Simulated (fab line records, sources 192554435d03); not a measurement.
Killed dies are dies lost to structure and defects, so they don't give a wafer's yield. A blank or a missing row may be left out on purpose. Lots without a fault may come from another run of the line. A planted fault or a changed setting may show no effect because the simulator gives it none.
One fault seen from 2 desks | flow n5_finfet | each desk has only its own numbers; what lay behind them comes last

THE METROLOGY DESK
What the gauges read, lot by lot, whatever tool the lot ran on: means of the sampled wafers that have a number. A lot is out of limits, marked OUT, if its mean lies more than 4 standard deviations from the usual mean; the brackets give that distance. Of its 11 readings 7 are shown: those that lie furthest out on some lot.
Columns: A = DIBL_N at N5_BEOL_M4_RC_MEAS_101, usual 35.9 mV/V; B = DIBL_P at N5_BEOL_M4_RC_MEAS_101, usual 35.9 mV/V; C = IOFF_N at N5_BEOL_M4_RC_MEAS_101, usual 0.156 nA/um; D = IOFF_P at N5_BEOL_M4_RC_MEAS_101, usual 0.205 nA/um; E = ION_P at N5_BEOL_M4_RC_MEAS_101, usual 463 uA/um; F = SS_P at N5_BEOL_M4_RC_MEAS_101, usual 73.1 mV/dec; G = VT_P at N5_BEOL_M4_RC_MEAS_101, usual -250.2 mV
lot  | first seen here | A    | B    | C     | D     | E   | F    | G
L640 | day 6 22:22     | 35.4 | 35.7 | 0.163 | 0.200 | 459 | 73.0 | -252.7
L641 | day 7 04:17     | 36.7 | 38.2 | 0.184 | 0.211 | 462 | 73.3 | -251.7
L647 | day 8 14:55     | 37.5 | 37.8 | 0.181 | 0.233 | 469 | 73.3 | -249.4
L649 | day 9 00:58     | 35.2 | 35.3 | 0.149 | 0.210 | 469 | 73.5 | -249.9
L652 | day 9 20:54     | 34.7 | 34.6 | 0.138 | 0.163 | 454 | 73.0 | -255.3
L653 | day 10 03:53    | 35.5 | 35.3 | 0.154 | 0.198 | 462 | 73.2 | -250.8
L655 | day 10 14:40    | 36.7 | 38.7 | 0.182 | 0.200 | 458 | 73.5 | -252.2
L657 | day 11 06:24    | 34.1 | 34.9 | 0.137 | 0.181 | 459 | 72.4 | -251.7
L659 | day 11 23:54    | 35.3 | 34.0 | 0.128 | 0.186 | 466 | 72.9 | -249.9
This desk's finding: nothing out of limits on any of the 9 lots.

THE TOOL OWNER'S DESK: rie_diel-02
The tool's own readings at N5_BEOL_M1_ETCH_41 (etches SiCN in CH3F/O2, target depth 31.9 nm, time 57.8 s): means of the sampled wafers that have a number, for each lot that ran on this tool. A lot is out of limits, marked OUT, if its mean lies more than 4 standard deviations from the usual mean; the brackets give that distance. Of its 8 readings 7 are shown: those that lie furthest out on some lot.
Columns: A = CH3F_flow_sccm at N5_BEOL_M1_ETCH_41, usual 30.00 sccm; B = O2_flow_sccm at N5_BEOL_M1_ETCH_41, usual 20.00 sccm; C = drypump_motor_current_A at N5_BEOL_M1_ETCH_41, usual 5.7 A; D = rf_fwd_power_W at N5_BEOL_M1_ETCH_41, usual 391.1 W; E = rf_vpp_V at N5_BEOL_M1_ETCH_41, usual 297.0 V; F = showerhead_plenum_p_Torr at N5_BEOL_M1_ETCH_41, usual 1.98 Torr; G = throttle_valve_pct at N5_BEOL_M1_ETCH_41, usual 16.18 %
lot  | first seen here | A     | B     | C   | D     | E     | F    | G
L640 | day 6 23:26     | 29.98 | 20.03 | 5.8 | 390.6 | 296.8 | 2.00 | 16.30
L647 | day 8 23:46     | 30.06 | 19.97 | 6.0 | 390.9 | 296.6 | 1.97 | 16.27
This desk's finding: nothing out of limits on any of the 2 lots.

PUT TOGETHER
The metrology desk saw nothing out of limits.
The tool owner's desk saw nothing out of limits.

WHAT THE SIMULATOR HAD PUT IN
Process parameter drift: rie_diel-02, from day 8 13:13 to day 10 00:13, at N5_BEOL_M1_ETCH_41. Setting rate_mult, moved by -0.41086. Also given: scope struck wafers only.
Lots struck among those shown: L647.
